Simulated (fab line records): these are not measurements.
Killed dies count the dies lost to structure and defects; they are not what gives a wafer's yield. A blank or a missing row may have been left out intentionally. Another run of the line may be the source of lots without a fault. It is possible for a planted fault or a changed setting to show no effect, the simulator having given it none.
One fault through the eyes of 2 desks / flow nand_harc / what lay behind the numbers comes last; until then each desk has only its own

AT THE METROLOGY DESK
Lot by lot, what the gauges showed, no matter which tool ran the lot: averages of those sampled wafers that carry a number. Any lot whose mean is over 4 standard deviations away from the usual mean is out of limits and marked OUT; that distance is given in the brackets.
Columns: A = thk_nm at NHARC_A_ONON_D1_THK_MEAS_14, usual 1000 nm
lot=L876; first seen here=day 7 17:04; A=992
lot=L877; first seen here=day 8 02:28; A=1001
lot=L880; first seen here=day 8 12:15; A=1010
lot=L882; first seen here=day 9 07:16; A=1010
lot=L881; first seen here=day 9 07:20; A=997
lot=L884; first seen here=day 9 14:36; A=999
lot=L885; first seen here=day 9 14:36; A=986
lot=L886; first seen here=day 10 00:03; A=996
lot=L889; first seen here=day 10 17:53; A=536 (-51) OUT
lot=L892; first seen here=day 11 23:22; A=766 (-26) OUT
lot=L896; first seen here=day 12 08:50; A=1006
lot=L897; first seen here=day 12 23:21; A=1000
lot=L898; first seen here=day 12 23:24; A=977
lot=L899; first seen here=day 13 10:19; A=999
This desk's finding: out of limits on L889, L892; first on L889, day 10 17:53 (thk_nm at NHARC_A_ONON_D1_THK_MEAS_14). In limits: L876, L877, L880, L882, L881, L884, L885, L886, L896, L897, L898, L899.

THE DEFECT DESK
What the inspections along the route counted, lot by lot: means of the sampled wafers that have a number. Any lot whose mean is over 4 standard deviations away from the usual mean is out of limits and marked OUT; that distance is given in the brackets.
Columns: A = raw_defect_count at NHARC_A_START_INSPECT_01, usual 3.4; B = raw_defect_count at NHARC_A_ONON_D1_INSPECT_32, usual 74
lot=L876; first seen here=day 6 15:03; A=2.3; B=42
lot=L877; first seen here=day 7 00:16; A=3.7; B=80
lot=L880; first seen here=day 7 11:52; A=4.0; B=91
lot=L882; first seen here=day 8 04:22; A=5.3; B=57
lot=L881; first seen here=day 8 05:38; A=5.7; B=109
lot=L884; first seen here=day 8 11:02; A=4.0; B=44
lot=L885; first seen here=day 8 14:56; A=4.0; B=67
lot=L886; first seen here=day 8 19:42; A=3.3; B=83
lot=L889; first seen here=day 9 16:04; A=3.0; B=60
lot=L892; first seen here=day 10 21:13; A=2.0; B=64
lot=L896; first seen here=day 11 06:40; A=2.7; B=50
lot=L897; first seen here=day 11 22:04; A=4.7; B=81
lot=L898; first seen here=day 11 22:33; A=4.7; B=64
lot=L899; first seen here=day 12 07:13; A=5.7; B=62
Finding of this desk: none of the 14 lots has anything out of limits.

ALL TOGETHER
On L889, L892, the metrology desk was in a position to raise an alarm at day 10 17:53.
No out-of-limits result turned up at the defect desk.
The defect desk has L889, L892 on record, within its limits.
Of the lots named, all ran NHARC_A_ONON_D1_DEP_12 on pecvd_onon-02.

WHAT WAS PUT IN BY THE SIMULATOR
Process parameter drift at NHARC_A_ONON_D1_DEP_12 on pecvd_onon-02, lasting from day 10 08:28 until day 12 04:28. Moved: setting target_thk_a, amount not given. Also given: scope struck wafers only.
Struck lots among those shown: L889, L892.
Per desk, hours elapsed from the start of the fault to the first reading out of limits: for the metrology desk, 9.
